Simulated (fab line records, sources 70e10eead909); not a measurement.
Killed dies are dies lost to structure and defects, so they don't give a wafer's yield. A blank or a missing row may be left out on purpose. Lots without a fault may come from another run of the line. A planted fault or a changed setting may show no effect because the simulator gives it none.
Chamber matching | flow nand_harc | NHARC_A_BLC_ALD_23 on ald_metal-03: 4 sister chambers
The step deposits TiN, target thk 3 nm, pulse time 1 s, ald cycles 150. 4 wafers are shown with their chamber, then 8 later ones without.

WAFERS WITH THEIR CHAMBER
wafer  | chamber | heater_power_w (W)
L084.6 | 1       | 972
L091.3 | 3       | 838
L091.6 | 2       | 1105
L089.3 | 0       | 1009

WAFERS WITHOUT THEIR CHAMBER
wafer  | heater_power_w (W)
L089.4 | 982
L089.6 | 1089
L096.4 | 820
L096.5 | 840
L096.6 | 1111
L097.2 | 1124
L097.4 | 1081
L097.6 | 1106

WHICH CHAMBER EACH WENT THROUGH
wafer  | from the rows above     | in truth
L089.4 | can't be placed: 1 or 0 | 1
L089.6 | 2                       | 2
L096.4 | 3                       | 3
L096.5 | 3                       | 3
L096.6 | 2                       | 2
L097.2 | 2                       | 2
L097.4 | 2                       | 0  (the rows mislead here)
L097.6 | 2                       | 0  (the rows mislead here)
Placed correctly: 5 of 8. Can't be placed from these rows: 1 (the true chamber is among the candidates in 1). Placed wrongly: 2.
How it was worked out, from the rows above alone: a wafer's distance from a chamber is the root of the sum, over the readings, of the square of ((its reading less the chamber's mean) divided by the reading's scatter). The wafer belongs to the nearest chamber; if the next one is less than 2 further off, it can't be placed. A chamber's mean is the mean of its shown wafers. The scatter: with one shown wafer a chamber, the root of the mean of the squares of how far each hidden wafer lies from its nearest shown one.
